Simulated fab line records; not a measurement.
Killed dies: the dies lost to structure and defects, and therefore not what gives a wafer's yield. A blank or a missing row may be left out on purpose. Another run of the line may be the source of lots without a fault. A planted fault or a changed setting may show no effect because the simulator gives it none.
Which tool did it?	flow nand harc	36 wafers from 12 lots sampled at 4 of the route's 1302 steps

## WHAT THE GAUGES SHOWED, per wafer
NHARC_A_CONTACT_INSPECT_44.
lot	measured	on	raw defect count
L074	day 21 20:56	defect inspect-02	136 130 144
L078	day 23 00:31	defect inspect-02	68 69 62
L079	day 23 17:44	defect inspect-02	109 109 113
L081	day 24 01:55	defect inspect-02	146 165 158
L083	day 24 21:05	defect inspect-02	26 33 31
L084	day 25 23:26	defect inspect-02	18 19 11
L087	day 27 01:01	defect inspect-01	62 79 77
L088	day 27 18:15	defect inspect-01	89 80 99
L091	day 28 16:15	defect inspect-01	63 59 67
L092	day 29 15:48	defect inspect-01	109 97 125
L096	day 30 06:03	defect inspect-01	95 114 103
L097	day 30 18:34	defect inspect-01	20 34 33

## WHAT TOOL EACH LOT RAN ON (gives the tool, then ch and the chambers of the sampled wafers, and finally the start)
lot	NHARC_A_STAIRCASE_DEP_471	NHARC_A_SGD_CUT_ETCHBACK_24	NHARC_A_WL_FILL_ALD_10
L074	pecvd-04 ch 1,2, day 19 14:56	rie diel-03 ch 0,1,3, day 19 22:25	ald hk-04 ch 0,1,3, day 21 01:14
L078	pecvd-04 ch 0,1,2, day 20 20:53	rie diel-13 ch 0,2,3, day 21 05:47	ald hk-01 ch 0,1,2, day 22 07:56
L079	pecvd-03 ch 0,1,2, day 21 02:29	rie diel-10 ch 0,1,2, day 21 14:09	ald hk-01 ch 0,1,2, day 23 01:02
L081	pecvd-03 ch 1,2, day 21 20:56	rie diel-10 ch 1,2,3, day 22 04:47	ald hk-01 ch 0,2, day 23 05:49
L083	pecvd-04 ch 0,1,2, day 22 15:55	rie diel-03 ch 0,1, day 22 22:58	ald hk-02 ch 0,2,3, day 24 02:26
L084	pecvd-01 ch 1,2, day 23 17:15	rie diel-03 ch 0,1,2, day 24 05:27	ald hk-04 ch 2,3, day 25 06:18
L087	pecvd-01 ch 1,2, day 24 19:46	rie diel-03 ch 0,2,3, day 25 03:30	ald hk-02 ch 0,1,3, day 26 04:53
L088	pecvd-04 ch 0,1,2, day 25 13:29	rie diel-03 ch 0,1,2, day 25 21:01	ald hk-04 ch 0,1,2, day 26 22:11
L091	pecvd-04 ch 0,1,2, day 26 08:47	rie diel-10 ch 0,1,2, day 26 15:48	ald hk-02 ch 0,1,3, day 27 17:50
L092	pecvd-03 ch 0,1,2, day 27 08:49	rie diel-13 ch 1,2,3, day 27 19:20	ald hk-04 ch 0,2,3, day 28 21:22
L096	pecvd-03 ch 0,1, day 27 20:23	rie diel-10 ch 0,2,3, day 28 04:16	ald hk-02 ch 0,3, day 29 10:50
L097	pecvd-04 ch 0,1, day 28 07:38	rie diel-03 ch 0,2,3, day 28 15:23	ald hk-01 ch 0,2,3, day 29 23:56
- NHARC_A_STAIRCASE_DEP_471: deposits SiO2, target thk 100 nm.
- NHARC_A_SGD_CUT_ETCHBACK_24: etches the open film in CH3F/O2, target depth 50 nm, time 92.857 s.
- NHARC_A_WL_FILL_ALD_10: deposits SiO2, target thk 50 nm, pulse time 10 s, ald cycles 500.

## THE ANSWER, worked out from the rows above alone
Rule: usual is defined by the lots themselves. Put in order of their means at a reading, lots are off if they are a third of the lots or fewer, leave a main group of 4 or more, and stand apart from it by a gap of 3 or more times the standard deviation of the main group's means; of several such gaps the widest counts. Not used: any main group whose means are identical at the precision the tables above print for the reading. A lot without any number at a reading at which 4 lots or more have one is off too. The other lots that the step has rows for count as sound.
No lot is off on any of the readings shown, so nothing can be concluded from this.

## WHAT THE SIMULATOR HAD INSERTED
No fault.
